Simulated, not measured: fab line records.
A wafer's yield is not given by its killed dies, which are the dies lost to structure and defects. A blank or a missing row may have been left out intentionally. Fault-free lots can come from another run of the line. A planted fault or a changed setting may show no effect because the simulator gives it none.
Which of the tools did it? | flow n5Finfet | 9 lots, 27 wafers sampled, at 3 steps of a route of 1938

== WHAT THE GAUGES SHOWED, per wafer ==
N5_BEOL_M3_OCD_MEAS_38.
lot  | measured     | on     | trenchDepthNm (nm)
L822 | day 8 09:28  | ocd-02 | 55.7 56.2 55.3
L824 | day 8 13:18  | ocd-02 | 55.4 55.6 55.9
L825 | day 8 13:19  | ocd-02 | 55.3 55.6 55.0
L830 | day 11 11:01 | ocd-02 | 55.1 55.7 55.0
L832 | day 12 11:16 | ocd-02 | 56.2 55.0 55.8
L833 | day 12 14:22 | ocd-01 | 56.2 55.4 55.2
L841 | day 14 07:33 | ocd-02 | 53.8 55.2 55.7
L843 | day 14 07:38 | ocd-01 | 55.3 55.7 56.2
L842 | day 14 07:58 | ocd-01 | 54.5 54.8 55.4

== TOOL THAT RAN EACH LOT (tool first, then ch and the chambers of the sampled wafers, then the start) ==
lot  | N5_BEOL_M3_VIA_ETCH_34            | N5_BEOL_M3_TRENCH_ETCH_37
L822 | rieDiel-02 ch 0,1,2, day 8 09:13  | rieDiel-02 ch 0,1,2, day 8 09:28 or earlier
L824 | rieDiel-02 ch 1,2, day 8 13:02    | rieDiel-02 ch 1,2, day 8 13:18 or earlier
L825 | rieDiel-06 ch 1,2,3, day 8 13:02  | rieDiel-06 ch 1,2,3, day 8 13:19 or earlier
L830 | rieDiel-02 ch 0,2,3, day 11 10:46 | rieDiel-02 ch 0,2,3, day 11 11:01 or earlier
L832 | rieDiel-03 ch 0,2,3, day 12 11:01 | rieDiel-03 ch 0,2,3, day 12 11:16 or earlier
L833 | rieDiel-06 ch 0,3, day 12 14:07   | rieDiel-06 ch 0,3, day 12 14:22 or earlier
L841 | rieDiel-03 ch 0,1,2, day 14 07:18 | rieDiel-03 ch 0,1,2, day 14 07:33 or earlier
L843 | rieDiel-06 ch 2,3, day 14 07:22   | rieDiel-06 ch 2,3, day 14 07:38 or earlier
L842 | rieDiel-02 ch 1,2, day 14 07:43   | rieDiel-02 ch 1,2, day 14 07:58 or earlier
- N5_BEOL_M3_VIA_ETCH_34: etches the open film in C4F6/O2, target depth 69.4 nm, time 65.9 s.
- N5_BEOL_M3_TRENCH_ETCH_37: etches SiOC in C4F6/O2, target depth 55.555 nm, time 29.2 s.

== THE ANSWER, worked out from the rows above alone ==
Rule: the lots themselves supply what counts as usual. The widest of any qualifying gaps counts: lots, ordered by their means at a reading, are off when they make up no more than a third of the lots, leave a main group of 4 or more, and stand apart from it by 3 or more times the standard deviation of that group's means. A main group is skipped when, at the precision printed for the reading in the tables above, its means are all equal. Also off: a lot with no number at a reading for which 4 or more lots have one. All remaining lots with rows at the step are treated as sound.
Across all readings shown, no lot is off: no conclusion can be drawn from this.

== WHAT THE SIMULATOR PUT IN ==
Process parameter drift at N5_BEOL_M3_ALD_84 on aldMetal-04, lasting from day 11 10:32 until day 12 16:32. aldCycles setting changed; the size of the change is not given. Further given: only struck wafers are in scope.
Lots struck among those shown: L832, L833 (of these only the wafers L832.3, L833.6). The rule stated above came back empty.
